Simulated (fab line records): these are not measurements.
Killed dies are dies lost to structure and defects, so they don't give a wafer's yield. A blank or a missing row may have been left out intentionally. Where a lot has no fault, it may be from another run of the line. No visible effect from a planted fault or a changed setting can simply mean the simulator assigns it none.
Matching of chambers :: flow nand_harc :: NHARC_A_M1_DESCUM_14 on rie_diel-07 has 4 sister chambers
The step chemistry O2, time 3 s. 18 wafers are shown with their chamber, then 9 later ones without.

WAFERS, EACH WITH ITS CHAMBER
wafer: L075.2
chamber: 2
drypump_motor_current_A (A): 5.8
oes_product_au (a.u.): 1.021
throttle_valve_pct (%): 11.301

wafer: L075.4
chamber: 2
drypump_motor_current_A (A): 5.8
oes_product_au (a.u.): 1.029
throttle_valve_pct (%): 11.334

wafer: L075.5
chamber: 3
drypump_motor_current_A (A): 6.5
oes_product_au (a.u.): 1.012
throttle_valve_pct (%): 11.323

wafer: L076.1
chamber: 2
drypump_motor_current_A (A): 5.8
oes_product_au (a.u.): 1.006
throttle_valve_pct (%): 11.306

wafer: L076.2
chamber: 0
drypump_motor_current_A (A): 5.2
oes_product_au (a.u.): 0.968
throttle_valve_pct (%): 11.306

wafer: L076.5
chamber: 0
drypump_motor_current_A (A): 5.2
oes_product_au (a.u.): 0.985
throttle_valve_pct (%): 11.318

wafer: L080.3
chamber: 0
drypump_motor_current_A (A): 5.2
oes_product_au (a.u.): 0.969
throttle_valve_pct (%): 11.316

wafer: L080.4
chamber: 1
drypump_motor_current_A (A): 6.3
oes_product_au (a.u.): 1.002
throttle_valve_pct (%): 11.313

wafer: L080.5
chamber: 2
drypump_motor_current_A (A): 5.8
oes_product_au (a.u.): 1.010
throttle_valve_pct (%): 11.311

wafer: L080.1
chamber: 2
drypump_motor_current_A (A): 5.8
oes_product_au (a.u.): 1.007
throttle_valve_pct (%): 11.306

wafer: L080.2
chamber: 3
drypump_motor_current_A (A): 6.5
oes_product_au (a.u.): 0.995
throttle_valve_pct (%): 11.313

wafer: L080.6
chamber: 1
drypump_motor_current_A (A): 6.3
oes_product_au (a.u.): 1.001
throttle_valve_pct (%): 11.306

wafer: L083.1
chamber: 3
drypump_motor_current_A (A): 6.5
oes_product_au (a.u.): 1.005
throttle_valve_pct (%): 11.321

wafer: L083.2
chamber: 0
drypump_motor_current_A (A): 5.2
oes_product_au (a.u.): 0.961
throttle_valve_pct (%): 11.329

wafer: L083.3
chamber: 1
drypump_motor_current_A (A): 6.4
oes_product_au (a.u.): 1.006
throttle_valve_pct (%): 11.308

wafer: L087.3
chamber: 1
drypump_motor_current_A (A): 6.3
oes_product_au (a.u.): 0.999
throttle_valve_pct (%): 11.304

wafer: L087.4
chamber: 0
drypump_motor_current_A (A): 5.2
oes_product_au (a.u.): 0.973
throttle_valve_pct (%): 11.312

wafer: L087.5
chamber: 1
drypump_motor_current_A (A): 6.3
oes_product_au (a.u.): 0.994
throttle_valve_pct (%): 11.301

SIGNATURES, as means of the wafers listed above
reading: drypump_motor_current_A
chamber 0: 5.200
chamber 1: 6.320
chamber 2: 5.800
chamber 3: 6.500
scatter within a chamber: 0.0239

reading: oes_product_au
chamber 0: 0.97120
chamber 1: 1.00040
chamber 2: 1.01460
chamber 3: 1.00400
scatter within a chamber: 0.00818

reading: throttle_valve_pct
chamber 0: 11.31620
chamber 1: 11.30640
chamber 2: 11.31160
chamber 3: 11.31900
scatter within a chamber: 0.00888
Rule: for each reading, subtract the chamber's mean from the wafer's reading, divide by that reading's scatter and square the result; add these up over the readings and take the root, which gives the wafer's distance from the chamber. If the next closest chamber is less than 2 further off than the closest, the wafer can't be placed; otherwise it belongs to the closest. How the scatter is found: for the shown wafers, subtract from each reading the mean of its chamber, square and add these, divide the total by (wafers less chambers), then take the root.

WAFERS WHOSE CHAMBER IS MISSING
wafer: L086.1
drypump_motor_current_A (A): 6.5
oes_product_au (a.u.): 0.986
throttle_valve_pct (%): 11.321

wafer: L086.3
drypump_motor_current_A (A): 6.3
oes_product_au (a.u.): 1.009
throttle_valve_pct (%): 11.311

wafer: L086.6
drypump_motor_current_A (A): 6.5
oes_product_au (a.u.): 0.998
throttle_valve_pct (%): 11.308

wafer: L092.1
drypump_motor_current_A (A): 5.8
oes_product_au (a.u.): 1.013
throttle_valve_pct (%): 11.322

wafer: L092.3
drypump_motor_current_A (A): 6.3
oes_product_au (a.u.): 0.985
throttle_valve_pct (%): 11.305

wafer: L092.5
drypump_motor_current_A (A): 5.8
oes_product_au (a.u.): 1.007
throttle_valve_pct (%): 11.309

wafer: L097.3
drypump_motor_current_A (A): 6.5
oes_product_au (a.u.): 0.990
throttle_valve_pct (%): 11.314

wafer: L097.4
drypump_motor_current_A (A): 6.4
oes_product_au (a.u.): 0.983
throttle_valve_pct (%): 11.302

wafer: L097.6
drypump_motor_current_A (A): 5.2
oes_product_au (a.u.): 0.978
throttle_valve_pct (%): 11.312

WHICH CHAMBER EACH WENT THROUGH
wafer: L086.1
from the rows above: 3
in truth: 3

wafer: L086.3
from the rows above: 1
in truth: 1

wafer: L086.6
from the rows above: 3
in truth: 3

wafer: L092.1
from the rows above: 2
in truth: 2

wafer: L092.3
from the rows above: 1
in truth: 1

wafer: L092.5
from the rows above: 2
in truth: 2

wafer: L097.3
from the rows above: 3
in truth: 3

wafer: L097.4
from the rows above: can't be placed: 1 or 3
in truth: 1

wafer: L097.6
from the rows above: 0
in truth: 0
8 of 9 placed correctly. These rows do not allow placing 1 (true chamber among the candidates in 1). Number placed wrongly: 0.
